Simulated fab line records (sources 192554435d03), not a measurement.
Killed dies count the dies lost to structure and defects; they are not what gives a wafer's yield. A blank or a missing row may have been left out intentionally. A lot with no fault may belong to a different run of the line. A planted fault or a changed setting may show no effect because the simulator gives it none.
A lot that was struck, set against a sound lot / flow n5_finfet / 13 steps out of a route of 1938
Sound: these wafers, L336.1, L336.4, L336.6. Struck: wafers L328.1, L328.2, L328.4. The cause is named last.
Each step with rows lists, per side, the tool, then ch with its chambers, then its first start. Under that, the readings that differ: sound wafers / struck wafers / difference of the means / sigmas: that difference in standard deviations of wafers without a fault.
alike: readings with means less than 2 such deviations apart, plus words and numbers identical on both sides. not compared: withheld readings, readings lacking a value on some wafer, bounds such as >300 that could conceal the same value, and numbers that have no deviation in the record and whose values overlap.
A row with sigmas, a row that says differs or no value, or rows on one side alone: a step with any of these is where the two part. When numbers do not overlap yet have no deviation, they are printed without sigmas and do not part them. Lack of a reading on every wafer of one side parts them only where that side has two or more wafers.

first, 9 steps without rows for these wafers: N5_MOL_CONTACT_COAG_EBR_36; N5_MOL_CONTACT_COAG_SOFTBAKE_35 (time 60 s); N5_MOL_CONTACT_COAG_EXPOSE_37 (exposes mask VD, defocus 0 nm); N5_MOL_CONTACT_COAG_PEB_38 (peb time 60 s); N5_MOL_CONTACT_COAG_DEVELOP_39 (develop time 30 s); N5_MOL_CONTACT_COAG_DESCUM_45 (chemistry O2, time 7 s); N5_MOL_CONTACT_COAG_ETCH_65 (etches underlayer in N2/H2, target depth 13 nm, time 10.4 s); N5_MOL_CONTACT_COAG_ETCH_66 (etches SiARC in CF4, target depth 13 nm, time 21.7 s); N5_MOL_CONTACT_COAG_ALD_133 (deposits SiO2, target thk 5 nm, pulse time 1 s, co reactant pulse time 1 s).
N5_MOL_CONTACT_COAG_ETCHBACK_134: etches SiO2 in CHF3, target depth 10 nm, time 6.7 s.
  sound on rie_diel-04 ch 2,3, day 9 07:09; struck on rie_diel-02 ch 0,3, day 7 08:32
  no value came back on the struck wafers for any of 7 readings (CHF3_flow_sccm (sccm), bias_w (W) and others); on the sound wafers CHF3_flow_sccm (sccm) reads 50.21 50.05 50.26
reading=model.CAR-EUV_of_MOL_CONTACT_COAG_COAT_34.thk_nm (nm); sound=15.2 15.4 15.2; struck=16.6 16.8 17; difference=+1.5; sigmas=
  not compared: rf_hours_counter_h
then, 1 step without rows for these wafers: N5_MOL_CONTACT_COAG_ETCH_67 (etches SOC in N2/H2, target depth 60 nm, overetch 21 nm, time 101.2 s).
N5_BEOL_M4_RC_MEAS_101:
  the record has rows for the sound wafers here (prober-02 ch 0, day 14 19:55) and none for the struck ones
-- a jump in the record: the struck wafers' starts before and after are 9 days apart (it breaks off in module BEOL_M4 and resumes in module PASSIVATION, where the first step shown is number 1936 of the route) --
N5_PASSIVATION_PROBE_49:
  rows exist in the record for the struck wafers here (prober-01, day 16 00:35), but not for the sound ones

== WHERE THEY PART ==
Last at N5_PASSIVATION_PROBE_49 as far as this record goes, first at N5_MOL_CONTACT_COAG_ETCHBACK_134.

WHY: the cause the simulator had injected
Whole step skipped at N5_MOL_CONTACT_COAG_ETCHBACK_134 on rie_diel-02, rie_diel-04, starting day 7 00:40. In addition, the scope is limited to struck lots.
